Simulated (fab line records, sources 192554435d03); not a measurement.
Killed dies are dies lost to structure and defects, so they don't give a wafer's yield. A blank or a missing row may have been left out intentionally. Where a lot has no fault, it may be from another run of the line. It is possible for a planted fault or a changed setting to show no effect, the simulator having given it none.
Split-lot study | flow n5 finfet | 39 wafers read from 7 lots, route of 1938 steps

## SPLIT DETAILS
At N5_MOL_CONTACT_COAG_ETCHBACK_136 (etches SiO2 in CHF3, target depth 25 nm, time 16.7 s), the setting target depth a was moved away from the recipe's 250 angstrom on 15 of the 39 wafers read, by -12.2% to +11.6%. All remaining wafers had this setting at the recipe value.

## FROM SPLIT TO READING: 1 step shown by the file between the two
- N5_MOL_CONTACT_COAG_STRIP_120: strips in CHF3

## THE READING
etch.depth nm (the simulator's own value, which no gauge read), in nm, at N5_MOL_CONTACT_COAG_VIA_ETCH_117 (etches SiO2 in C4F6/O2, target depth 40 nm, overetch 8 nm, time 26 s). The file does not state a usual value for it. Across the 24 wafers here that went through the recipe, the average is 40.02 nm and the standard deviation 0.44 nm.

wafer  | tool, chamber at the split | target depth a as run, angstrom | against the recipe | etch.depth nm, nm | against lot-mates on the recipe
L075.1 | rie diel-02, 1,0,3,2,3,0   | 250                             | recipe             | 39.67             | -
L075.2 | rie diel-02, 1,0,3,2,3,0   | 250                             | recipe             | 39.59             | -
L075.3 | rie diel-02, 1,0,3,2,3,0   | 250                             | recipe             | 40.02             | -
L075.4 | rie diel-02, 1,0,3,2,3,0   | 250                             | recipe             | 41.17             | -
L075.5 | rie diel-02, 1,0,3,2,3,0   | 250                             | recipe             | 39.88             | -
L075.6 | rie diel-02, 1,0,3,2,3,0   | 250                             | recipe             | 39.7              | -
L077.1 | rie diel-01, 2,0,3         | 250                             | recipe             | 40.22             | -
L077.2 | rie diel-01, 1,3,2         | 266.7                           | +6.7%              | 38.03             | -2.14
L077.3 | rie diel-01, 2,0,3         | 250                             | recipe             | 40.09             | -
L077.4 | rie diel-01, 1,3,2         | 266.7                           | +6.7%              | 38.61             | -1.56
L077.5 | rie diel-01, 1,3,2         | 266.7                           | +6.7%              | 38.43             | -1.74
L077.6 | rie diel-01, 2,0,3         | 250                             | recipe             | 40.21             | -
L079.1 | rie diel-04, 2,3,1         | 250                             | recipe             | 39.9              | -
L079.2 | rie diel-04, 0,1,2         | 266.5                           | +6.6%              | 37.99             | -2.22
L079.3 | rie diel-04, 2,3,1         | 250                             | recipe             | 40.46             | -
L079.4 | rie diel-04, 0,1,2         | 266.5                           | +6.6%              | 38.44             | -1.77
L079.5 | rie diel-04, 2,3,1         | 250                             | recipe             | 40.28             | -
L079.6 | rie diel-04, 0,1,2         | 266.5                           | +6.6%              | 38.26             | -1.95
L092.1 | rie diel-02, 3,2,1         | 250                             | recipe             | 39.77             | -
L092.2 | rie diel-02, 3,2,1         | 250                             | recipe             | 40.94             | -
L092.3 | rie diel-02, 0,3,2         | 278.9                           | +11.6%             | 36.83             | -3.31
L092.4 | rie diel-02, 3,2,1         | 250                             | recipe             | 39.72             | -
L092.5 | rie diel-02, 0,3,2         | 278.9                           | +11.6%             | 36.92             | -3.22
L092.6 | rie diel-02, 0,3,2         | 278.9                           | +11.6%             | 38.49             | -1.65
L093.1 | rie diel-01, 2,0,2         | 250                             | recipe             | 40.55             | -
L093.2 | rie diel-01, 1,3,3         | 267.9                           | +7.2%              | 38.51             | -1.81
L093.3 | rie diel-01, 1,3,3         | 267.9                           | +7.2%              | 38.43             | -1.89
L093.4 | rie diel-01, 2,0,2         | 250                             | recipe             | 39.76             | -
L093.5 | rie diel-01, 1,3,3         | 267.9                           | +7.2%              | 38.45             | -1.87
L093.6 | rie diel-01, 2,0,2         | 250                             | recipe             | 40.64             | -
L095.1 | rie diel-02, 2,3,0         | 219.4                           | -12.2%             | 44.28             | +4.58
L095.2 | rie diel-02, 0,1,1         | 250                             | recipe             | 39.44             | -
L095.3 | rie diel-02, 0,1,1         | 250                             | recipe             | 39.85             | -
L095.4 | rie diel-02, 2,3,0         | 219.4                           | -12.2%             | 42.83             | +3.13
L095.5 | rie diel-02, 0,1,1         | 250                             | recipe             | 39.8              | -
L095.6 | rie diel-02, 2,3,0         | 219.4                           | -12.2%             | 42.59             | +2.89
L097.1 | rie diel-02, 0,3,3         | 250                             | recipe             | 39.51             | -
L097.2 | rie diel-02, 0,3,3         | 250                             | recipe             | 39.62             | -
L097.5 | rie diel-02, 0,3,3         | 250                             | recipe             | 39.75             | -
When a row names more than one chamber, that row covers several wafers, and the file does not tell which wafer ran in which chamber.

FIT RESULTS
A straight line over all 39 wafers: etch.depth nm changes by -0.247 nm for each +1% of target depth a; r = -0.94; the points scatter about the line by 0.49 nm.
The same after taking each lot's own level away (the mean of its wafers on the recipe; 39 wafers): -0.27 nm for each +1%; r = -0.96; scatter 0.46 nm.
On that fit, the largest move of target depth a shifts the reading by 3.3 nm.
Measured against the standard deviation above, the lots' own levels, which go from 39.627 to 40.317 nm, span 1.6 times it.
So the lot-to-lot level changes the slope little: the two slopes agree.
Check: for one of the wafers moved furthest among these (-12.2%), held out of the fit, the line's prediction against its lot-mates is +3.05 nm. Against them it came out at +4.58 nm.

## OTHER SPLITS APPLIED TO THESE WAFERS
Note: prior to the reading, these wafers also went through further splits. Each is held against what the fit with the lots' levels taken away leaves over:
other split on the same wafers        | wafers away from the commonest value | r with etch.depth nm (lot level and that fit taken away)
N5_FIN_SAQP_ALD_61 ald cycles         | 18                                   | +0.06
N5_FIN_CUT_CUT_ETCH_15 target depth a | 15                                   | -0.06
N5_DUMMY_GATE_ETCH_32 time s          | 15                                   | -0.10
N5_GATE_CUT_ALD_22 ald cycles         | 12                                   | +0.17

## THE WHOLE CHAIN: every reading that the file lists as answering this split, in the file's order
step                             | what it does                                                         | reading                                                                            | change (the file's fit)               | r (the file's)
N5_MOL_CONTACT_COAG_VIA_ETCH_117 | etches SiO2 in C4F6/O2, target depth 40 nm, overetch 8 nm, time 26 s | MOL_CONTACT_COAG.feature depth nm (the simulator's own value, which no gauge read) | -0.269 nm for each +1% of the setting | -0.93
N5_MOL_CONTACT_COAG_VIA_ETCH_117 | etches SiO2 in C4F6/O2, target depth 40 nm, overetch 8 nm, time 26 s | etch.depth nm (the simulator's own value, which no gauge read)                     | -0.268 nm for each +1% of the setting | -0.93

## THE FILE'S OWN FIT
etch.depth nm changes by -0.268 nm for each +1% of target depth a, r = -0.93.
